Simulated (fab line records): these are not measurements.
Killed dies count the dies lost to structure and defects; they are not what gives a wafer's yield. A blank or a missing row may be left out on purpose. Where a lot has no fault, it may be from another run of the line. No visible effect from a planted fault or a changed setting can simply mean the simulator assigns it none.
Which tool was responsible? ; flow n5 finfet ; Sampling: 24 lots, 72 wafers, 4 of 1938 route steps

## WHAT THE GAUGES SHOWED, per wafer
N5_MOL_CONTACT_COAG_OVL_MEAS_41. Usual: VD_OVL typically reads 0.3 nm, with standard deviation 0.67.
lot;measured;on;VD_OVL (nm);flag
L074;day 5 05:02;overlay-01;0.6 0.8 0.9;
L075;day 5 08:18;overlay-01;1.2 0.3 0.1;
L076;day 5 18:49;overlay-02;-0.2 -0.6 1.0;
L077;day 5 22:56;overlay-02;0.6 0.4 1.5;
L078;day 6 05:51;overlay-02;1.5 -0.2 -0.7;
L079;day 6 20:42;overlay-01;1.5 -0.8 0.1;
L080;day 6 20:30;overlay-01;1.0 0.6 0.2;
L081;day 6 23:45;overlay-01;-1.1 0.1 0.1;
L082;day 7 06:20;overlay-02;0.9 0.2 -0.8;
L083;day 7 09:52;overlay-02;-0.3 -1.5 -0.1;
L084;day 7 19:34;overlay-02;0.8 0.5 1.0;
L085;day 7 22:11;overlay-01;0.5 0.7 1.2;
L086;day 8 06:11;overlay-02;0.7 0.1 0.4;
L087;day 8 08:53;overlay-01;0.6 -0.1 -0.8;
L088;day 8 16:20;overlay-02;0.8 0.6 0.4;
L089;day 9 00:25;overlay-02;1.4 0.6 1.0;
L090;day 9 04:13;overlay-02;0.6 0.1 -0.1;
L091;day 9 08:11;overlay-02;-0.6 -0.5 0.4;
L092;day 9 16:46;overlay-02;-0.6 0.4 0.4;
L093;day 9 23:19;overlay-02;0.2 0.3 0.4;
L094;day 10 05:17;overlay-01;0.5 1.0 0.1;
L095;day 10 08:37;overlay-02;0.9 0.3 -0.5;
L096;day 10 17:25;overlay-01;0.0 -1.8 -0.7;
L097;day 11 01:16;overlay-02;0.8 -0.7 0.4;

## WHAT TOOL EACH LOT RAN ON (gives the tool, then ch and the chambers of the sampled wafers, and finally the start)
lot;N5_MOL_CONTACT_COAG_TI_SIL_19;N5_MOL_CONTACT_COAG_PRE_CLEAN_141;N5_MOL_CONTACT_COAG_ETCH_89
L074;pvd sputter-01, day 4 15:46;pvd sputter-02, day 4 17:26;rie diel-04 ch 0,1,3, day 5 03:22
L075;pvd sputter-03, day 4 22:42;pvd sputter-03, day 4 23:43;rie diel-03 ch 1,2, day 5 07:01
L076;pvd sputter-01, day 5 08:59;pvd sputter-03, day 5 10:14;rie diel-04 ch 0,1, day 5 17:35
L077;pvd sputter-03, day 5 13:02;pvd sputter-01, day 5 13:58;rie diel-03 ch 0,1,2, day 5 21:49
L078;pvd sputter-03, day 5 20:29;pvd sputter-03, day 5 22:43;rie diel-06 ch 0,1,2, day 6 04:43
L079;pvd sputter-02, day 6 06:46;pvd sputter-03, day 6 12:12;rie diel-03 ch 0,2,3, day 6 19:27
L080;pvd sputter-01, day 6 06:59;pvd sputter-02, day 6 12:19;rie diel-06 ch 0,2, day 6 19:13
L081;pvd sputter-03, day 6 15:22;pvd sputter-01, day 6 16:08;rie diel-06 ch 0,1,2, day 6 22:30
L082;pvd sputter-03, day 6 20:02;pvd sputter-01, day 6 21:02;rie diel-03 ch 1,3, day 7 04:02
L083;pvd sputter-01, day 6 23:49;pvd sputter-02, day 7 00:50;rie diel-03 ch 1,2, day 7 08:29
L084;pvd sputter-03, day 7 07:46;pvd sputter-03, day 7 09:55;rie diel-03 ch 0,1, day 7 18:13
L085;pvd sputter-01, day 7 13:05;pvd sputter-02, day 7 15:07;rie diel-04 ch 0,3, day 7 21:04
L086;pvd sputter-01, day 7 20:30;pvd sputter-03, day 7 21:40;rie diel-03 ch 0,1,3, day 8 04:56
L087;pvd sputter-01, day 8 00:50;pvd sputter-01, day 8 01:47;rie diel-04 ch 0,1,2, day 8 07:38
L088;pvd sputter-01, day 8 06:39;pvd sputter-02, day 8 08:01;rie diel-06 ch 1,2,3, day 8 15:13
L089;pvd sputter-01, day 8 11:03;pvd sputter-01, day 8 13:50;rie diel-04 ch 0,1,3, day 8 22:54
L090;pvd sputter-01, day 8 17:42;pvd sputter-01, day 8 19:01;rie diel-06 ch 0,2,3, day 9 03:02
L091;pvd sputter-01, day 8 22:26;pvd sputter-01, day 8 23:50;rie diel-03 ch 0,1,3, day 9 07:04
L092;pvd sputter-02, day 9 06:14;pvd sputter-01, day 9 07:49;rie diel-06 ch 1,3, day 9 15:28
L093;pvd sputter-03, day 9 14:13;pvd sputter-02, day 9 15:21;rie diel-03 ch 0,3, day 9 22:11
L094;pvd sputter-03, day 9 17:49;pvd sputter-01, day 9 19:16;rie diel-06 ch 1,2,3, day 10 04:10
L095;pvd sputter-03, day 9 23:43;pvd sputter-01, day 10 00:52;rie diel-04 ch 0,1,2, day 10 07:06
L096;pvd sputter-02, day 10 06:26;pvd sputter-01, day 10 08:22;rie diel-04 ch 0,2, day 10 16:18
L097;pvd sputter-01, day 10 14:00;pvd sputter-02, day 10 15:49;rie diel-03 ch 0,2,3, day 10 23:53
- N5_MOL_CONTACT_COAG_TI_SIL_19: material Ti, target thk 4.2 nm, time 15 s.
- N5_MOL_CONTACT_COAG_PRE_CLEAN_141: time 60 s.
- N5_MOL_CONTACT_COAG_ETCH_89: etches underlayer in N2/H2, target depth 13 nm, time 10.4 s.

## AS READ BY THE TOOLS THEMSELVES (means over the sampled wafers that have a number; for cases with no such wafer, the mark the record gives instead)
N5_MOL_CONTACT_COAG_TI_SIL_19. Usual: susceptor temp C 200.02 C, standard deviation 0.16; throttle valve pct 30.1 %, standard deviation 0.6.
lot;tool;susceptor temp C (C);throttle valve pct (%);flag
L074;pvd sputter-01;200.14;30.1;
L075;pvd sputter-03;199.87;30.2;
L076;pvd sputter-01;200.10;30.3;
L077;pvd sputter-03;199.88;30.3;
L078;pvd sputter-03;200.12;30.8;
L079;pvd sputter-02;199.92;30.5;
L080;pvd sputter-01;199.98;30.0;
L081;pvd sputter-03;200.03;29.7;
L082;pvd sputter-03;200.03;30.4;
L083;pvd sputter-01;200.15;30.0;
L084;pvd sputter-03;200.18;29.5;
L085;pvd sputter-01;200.04;29.8;
L086;pvd sputter-01;200.14;29.8;
L087;pvd sputter-01;200.09;30.0;
L088;pvd sputter-01;199.96;30.2;
L089;pvd sputter-01;200.11;30.1;
L090;pvd sputter-01;199.92;29.8;
L091;pvd sputter-01;199.90;29.9;
L092;pvd sputter-02;200.04;30.1;
L093;pvd sputter-03;199.84;29.4;
L094;pvd sputter-03;199.96;30.2;
L095;pvd sputter-03;199.89;30.2;
L096;pvd sputter-02;199.85;31.1;
L097;pvd sputter-01;200.04;30.0;

N5_MOL_CONTACT_COAG_PRE_CLEAN_141. Usual: heater power w 464 W, standard deviation 56; susceptor temp C 300.02 C, standard deviation 0.21.
lot;tool;heater power w (W);susceptor temp C (C);flag
L074;pvd sputter-02;455;299.90;
L075;pvd sputter-03;520;300.08;
L076;pvd sputter-03;496;299.96;
L077;pvd sputter-01;464;300.07;
L078;pvd sputter-03;424;299.94;
L079;pvd sputter-03;473;299.84;
L080;pvd sputter-02;514;299.80;
L081;pvd sputter-01;484;300.03;
L082;pvd sputter-01;429;299.87;
L083;pvd sputter-02;421;299.91;
L084;pvd sputter-03;483;300.16;
L085;pvd sputter-02;404;299.99;
L086;pvd sputter-03;489;299.97;
L087;pvd sputter-01;433;299.93;
L088;pvd sputter-02;417;299.95;
L089;pvd sputter-01;433;300.22;
L090;pvd sputter-01;483;300.09;
L091;pvd sputter-01;514;300.05;
L092;pvd sputter-01;470;300.03;
L093;pvd sputter-02;445;299.92;
L094;pvd sputter-01;469;299.85;
L095;pvd sputter-01;466;299.91;
L096;pvd sputter-01;430;300.00;
L097;pvd sputter-02;481;300.01;

N5_MOL_CONTACT_COAG_ETCH_89. Usual: drypump motor current A 5.6 A, standard deviation 0.65; etch rf on time s 10.36 s, standard deviation 0.22; oes product au 0.70 a.u., standard deviation 0.08; rf vpp V 522.6 V, standard deviation 2.3; showerhead plenum p Torr 2.50 Torr, standard deviation 0.074; throttle valve pct 17.89 %, standard deviation 0.25.
lot;tool;drypump motor current A (A);etch rf on time s (s);oes product au (a.u.);rf vpp V (V);showerhead plenum p Torr (Torr);throttle valve pct (%);flag
L074;rie diel-04;5.8;10.18;0.73;522.5;2.47;17.76;
L075;rie diel-03;6.0;10.38;0.68;521.1;2.46;18.01;
L076;rie diel-04;5.9;10.14;0.73;522.9;2.48;17.66;
L077;rie diel-03;5.5;10.24;0.73;521.8;2.52;17.88;
L078;rie diel-06;5.2;10.46;0.70;521.7;2.47;17.97;
L079;rie diel-03;5.4;10.23;0.79;525.4;2.60;17.63;
L080;rie diel-06;5.2;10.59;0.70;521.2;2.47;17.97;
L081;rie diel-06;5.2;10.53;0.68;521.2;2.46;18.00;
L082;rie diel-03;6.5;10.22;0.73;525.8;2.61;17.72;
L083;rie diel-03;5.4;10.44;0.71;521.9;2.48;17.81;
L084;rie diel-03;5.5;10.51;0.70;524.0;2.53;18.04;
L085;rie diel-04;5.5;10.52;0.67;522.7;2.45;17.90;
L086;rie diel-03;6.0;10.26;0.71;523.6;2.57;17.88;
L087;rie diel-04;5.9;10.26;0.65;522.2;2.48;17.87;
L088;rie diel-06;5.7;10.43;0.70;522.0;2.46;17.97;
L089;rie diel-04;5.7;10.27;0.70;522.1;2.46;17.82;
L090;rie diel-06;5.8;10.65;0.70;521.5;2.46;17.97;
L091;rie diel-03;6.0;10.32;0.70;524.3;2.56;17.90;
L092;rie diel-06;6.1;10.61;0.76;522.4;2.48;17.82;
L093;rie diel-03;5.5;10.30;0.74;526.3;2.61;17.78;
L094;rie diel-06;5.6;10.54;0.69;521.4;2.45;17.98;
L095;rie diel-04;5.8;10.41;0.64;521.7;2.48;17.89;
L096;rie diel-04;5.6;10.47;0.61;521.3;2.46;17.99;
L097;rie diel-03;5.4;10.33;0.73;525.4;2.59;17.69;

## THE ANSWER, worked out from the rows above alone
Rule: a lot counts as off when the mean over its wafers that have a number is more than 3 standard deviations away from the usual mean. Also off: a lot with no number at a reading for which 4 or more lots have one. The other lots that the step has rows for count as sound. The gauges are gone through in route order, then the tools' own readings, and for those a lot's mean is taken as printed above. The first step at which some lot is off is used, and at that step the reading that is off furthest; a lot without a number counts as furthest.
None of the lots is off at any reading shown; this tells nothing.

## WHAT WAS PUT IN BY THE SIMULATOR
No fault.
